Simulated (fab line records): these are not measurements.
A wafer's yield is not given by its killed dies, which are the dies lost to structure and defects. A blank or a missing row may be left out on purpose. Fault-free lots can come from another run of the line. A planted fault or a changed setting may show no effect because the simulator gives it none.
A single fault, viewed from 3 desks / flow n5 finfet / every desk sees just its own numbers, and what lay behind them comes last

DESK OF THE TOOL OWNER: rie diel-01
The tool's own readings at N5_BEOL_M9_ETCH_66 (etches SOC in N2/H2, target depth 80 nm, overetch 16 nm, time 120 s): means of the sampled wafers that have a number, for each lot that ran on this tool. Any lot whose mean is over 4 standard deviations away from the usual mean is out of limits and marked OUT; that distance is given in the brackets.
Columns: A = drypump motor current A at N5_BEOL_M9_ETCH_66, usual 5.7 A; B = oes product au at N5_BEOL_M9_ETCH_66, usual 0.59 a.u.; C = rf vpp V at N5_BEOL_M9_ETCH_66, usual 523.7 V; D = showerhead plenum p Torr at N5_BEOL_M9_ETCH_66, usual 2.54 Torr; E = throttle valve pct at N5_BEOL_M9_ETCH_66, usual 17.83 %
lot=L110; first seen here=day 12 11:38; A=5.9; B=0.58; C=523.6; D=2.54; E=17.82
lot=L116; first seen here=day 13 20:12; A=5.8; B=0.59; C=521.8; D=2.50; E=17.82
lot=L120; first seen here=day 14 15:55; A=5.8; B=0.57; C=522.6; D=2.50; E=17.96
lot=L119; first seen here=day 14 16:24; A=6.0; B=0.55; C=522.0; D=2.49; E=18.06
This desk's finding: nothing out of limits on any of the 4 lots.

THE DEFECT DESK
What the inspections along the route counted, lot by lot: means of the sampled wafers that have a number. Any lot whose mean is over 4 standard deviations away from the usual mean is out of limits and marked OUT; that distance is given in the brackets.
Columns: A = raw defect count at N5_BEOL_M9_INSPECT_30, usual 380
lot=L110; first seen here=day 12 11:31; A=399
lot=L113; first seen here=day 12 15:23; A=371
lot=L116; first seen here=day 13 20:03; A=348
lot=L120; first seen here=day 14 15:46; A=379
lot=L119; first seen here=day 14 16:17; A=404
lot=L122; first seen here=day 14 16:24; A=328
lot=L123; first seen here=day 15 14:38; A=534
This desk's finding: nothing out of limits on any of the 7 lots.

AT THE METROLOGY DESK
What the gauges read, lot by lot, whatever tool the lot ran on: means of the sampled wafers that have a number. Any lot whose mean is over 4 standard deviations away from the usual mean is out of limits and marked OUT; that distance is given in the brackets.
Columns: A = cd nm at N5_BEOL_M9_CD_MEAS_28, usual 70.0 nm; B = V8_OVL at N5_BEOL_M9_OVL_MEAS_29, usual 0.2 nm
lot=L110; first seen here=day 12 11:26; A=69.8; B=-0.2
lot=L113; first seen here=day 12 15:18; A=70.0; B=0.4
lot=L116; first seen here=day 13 19:58; A=69.8; B=1.3
lot=L120; first seen here=day 14 15:41; A=70.0; B=-0.2
lot=L119; first seen here=day 14 16:12; A=69.9; B=0.1
lot=L122; first seen here=day 14 16:14; A=69.7; B=0.4
lot=L123; first seen here=day 15 14:33; A=70.1; B=0.9
This desk's finding: nothing out of limits on any of the 7 lots.

TAKEN TOGETHER
The desk of the tool owner found nothing out of limits.
The defect desk saw nothing out of limits.
Nothing out of limits was seen by the metrology desk.

WHAT THE SIMULATOR HAD INSERTED
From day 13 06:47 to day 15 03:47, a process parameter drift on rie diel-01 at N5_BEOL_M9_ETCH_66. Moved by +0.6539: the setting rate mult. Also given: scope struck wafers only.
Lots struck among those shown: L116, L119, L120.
